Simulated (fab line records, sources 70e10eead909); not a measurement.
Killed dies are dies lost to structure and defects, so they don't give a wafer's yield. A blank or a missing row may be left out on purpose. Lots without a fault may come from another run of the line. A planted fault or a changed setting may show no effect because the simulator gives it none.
Which tool did it? | flow nand_harc | 6 lots, 16 wafers sampled, at 5 steps of a route of 1159

WHAT THE GAUGES READ, wafer by wafer
NHARC_A_CHANNEL_FILL_D1_INSPECT_13.
lot  | measured     | on                | raw_defect_count
L368 | day 10 18:44 | defect_inspect-02 | 330 408 371
L374 | day 12 18:01 | defect_inspect-02 | 1131 1130
L381 | day 14 15:29 | defect_inspect-02 | 309 178 231
L384 | day 15 06:59 | defect_inspect-01 | 208 166 179
L387 | day 15 10:44 | defect_inspect-02 | 689 430 328
L388 | day 16 10:39 | defect_inspect-01 | 256 631 138

WHICH TOOL RAN EACH LOT (tool, then ch and the chambers of the sampled wafers, then the start)
lot  | NHARC_A_CHANNEL_FILL_D1_ALD_14   | NHARC_A_CHANNEL_FILL_D1_ETCHBACK_20 | NHARC_A_CHANNEL_FILL_D1_ALD_25   | NHARC_A_CHANNEL_FILL_D1_CMP_10
L368 | ald_hk-02 ch 0,3, day 9 02:51    | rie_diel-09 ch 0,1,2, day 9 18:46   | ald_hk-04 ch 0,1,2, day 10 07:23 | cmp-01 ch 1,3, day 10 18:08
L374 | ald_hk-04 ch 2, day 11 00:41     | rie_diel-13 ch 0, day 11 18:26      | ald_hk-04 ch 1, day 12 06:38     | cmp-04 ch 1, day 12 17:25
L381 | ald_hk-04 ch 0,1,3, day 12 20:58 | rie_diel-10 ch 0,1,3, day 13 14:06  | ald_hk-01 ch 1,3, day 14 04:05   | cmp-01 ch 0,1,2, day 14 14:53
L384 | ald_hk-01 ch 0,1,2, day 13 13:29 | rie_diel-10 ch 0,2,3, day 14 06:51  | ald_hk-04 ch 0,1,2, day 14 18:41 | cmp-04 ch 1,2,3, day 15 06:10
L387 | ald_hk-01 ch 0,1,3, day 13 17:40 | rie_diel-13 ch 0,2,3, day 14 10:42  | ald_hk-01 ch 0,3, day 14 23:29   | cmp-03 ch 2,3, day 15 10:08
L388 | ald_hk-02 ch 0,1,2, day 14 14:13 | rie_diel-10 ch 0,1,3, day 15 10:33  | ald_hk-02 ch 0,1,3, day 15 22:56 | cmp-01 ch 0,1,2, day 16 10:02
- NHARC_A_CHANNEL_FILL_D1_ALD_14: deposits SiO2, target thk 2.5 nm, pulse time 10 s, ald cycles 25.
- NHARC_A_CHANNEL_FILL_D1_ETCHBACK_20: etches the open film in C4F8/O2/Ar, target depth 27 nm, time 13.5 s.
- NHARC_A_CHANNEL_FILL_D1_ALD_25: deposits SiOx, target thk 60 nm, pulse time 10 s, ald cycles 600.
- NHARC_A_CHANNEL_FILL_D1_CMP_10: polishes, target thk 150 nm.

THE ANSWER, worked out from the rows above alone
Rule: what is usual is taken from the lots themselves. Put in order of their means at a reading, lots are off if they are a third of the lots or fewer, leave a main group of 4 or more, and stand apart from it by a gap of 3 or more times the standard deviation of the main group's means; of several such gaps the widest counts. A main group whose means are all the same, to the digits that the tables above print for the reading, isn't used. A lot without any number at a reading at which 4 lots or more have one is off too. The other lots that the step has rows for count as sound.
Off: L374, at NHARC_A_CHANNEL_FILL_D1_INSPECT_13 (raw_defect_count). The main group: mean 323, standard deviation 1e+02.
A tool fits if, at a process step before that reading, it ran every lot that is off, and no sound lot after the first of them. The gauges at NHARC_A_CHANNEL_FILL_D1_INSPECT_13 are tried like those tools. None of those tried fits.

WHAT THE SIMULATOR HAD PUT IN
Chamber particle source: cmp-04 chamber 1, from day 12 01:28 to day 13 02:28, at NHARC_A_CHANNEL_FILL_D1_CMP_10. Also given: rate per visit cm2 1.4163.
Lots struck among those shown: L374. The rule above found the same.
